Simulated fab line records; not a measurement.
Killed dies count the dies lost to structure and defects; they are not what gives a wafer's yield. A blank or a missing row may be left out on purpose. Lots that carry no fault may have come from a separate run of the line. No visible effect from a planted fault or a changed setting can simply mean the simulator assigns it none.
The same fault as seen by 2 desks + flow n5Finfet + what lay behind the numbers comes last; until then each desk has only its own

THE TOOL OWNER'S DESK: lithoTrack-05
The tool's own readings at N5_BEOL_M12_COAT_66 (time 60 s, resist thk 110 nm): means of the sampled wafers that have a number, for each lot that ran on this tool. A lot is out of limits, marked OUT, if its mean lies more than 4 standard deviations from the usual mean; the brackets give that distance.
Columns: A = heaterPowerTotalW at N5_BEOL_M12_COAT_66, usual 427.7 W; B = plateTempC at N5_BEOL_M12_COAT_66, usual 220.01 C
| lot  | first seen here | A               | B                |
|------|-----------------|-----------------|------------------|
| L970 | day 12 18:25    | 426.2           | 220.01           |
| L977 | day 13 20:52    | 429.1           | 219.96           |
| L979 | day 15 03:02    | 451.9 (+12) OUT | 230.24 (+60) OUT |
| L981 | day 15 07:49    | 452.0 (+12) OUT | 230.04 (+59) OUT |
Finding of this desk: L979, L981 out of limits; the first was L979 at day 15 03:02, on heaterPowerTotalW at N5_BEOL_M12_COAT_66. In limits: L970, L977.

METROLOGY DESK
What the gauges read for every lot (on any tool): the sampled wafers with a number, averaged. A lot is out of limits, marked OUT, if its mean lies more than 4 standard deviations from the usual mean; the brackets give that distance.
Columns: A = M12_OVL at N5_BEOL_M12_OVL_MEAS_29, usual 3 nm
| lot  | first seen here | A  |
|------|-----------------|----|
| L966 | day 11 05:30    | -5 |
| L967 | day 11 13:54    | 4  |
| L969 | day 12 02:19    | 1  |
| L970 | day 12 18:51    | 6  |
| L974 | day 13 10:15    | 3  |
| L973 | day 13 13:22    | 8  |
| L977 | day 13 21:11    | 9  |
| L980 | day 15 02:47    | 5  |
| L979 | day 15 03:29    | 5  |
| L978 | day 15 07:19    | 7  |
| L981 | day 15 08:16    | 1  |
| L988 | day 17 10:31    | 8  |
| L987 | day 17 12:52    | -2 |
This desk's finding: nothing out of limits on any of the 13 lots.

PUT TOGETHER
The tool owner's desk had the chance to raise an alarm at day 15 03:02 on L979, L981.
Metrology desk: nothing out of limits seen.
The metrology desk has L979, L981 on record, within its limits.
All the named lots went through N5_BEOL_M12_COAT_66 on lithoTrack-05.

WHAT WAS PUT IN BY THE SIMULATOR
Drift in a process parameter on lithoTrack-05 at N5_BEOL_M12_COAT_66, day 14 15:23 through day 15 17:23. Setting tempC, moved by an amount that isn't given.
Struck lots among those shown: L979, L981.
Each desk's first reading out of limits, in hours after the fault started: the tool owner's desk, 12.
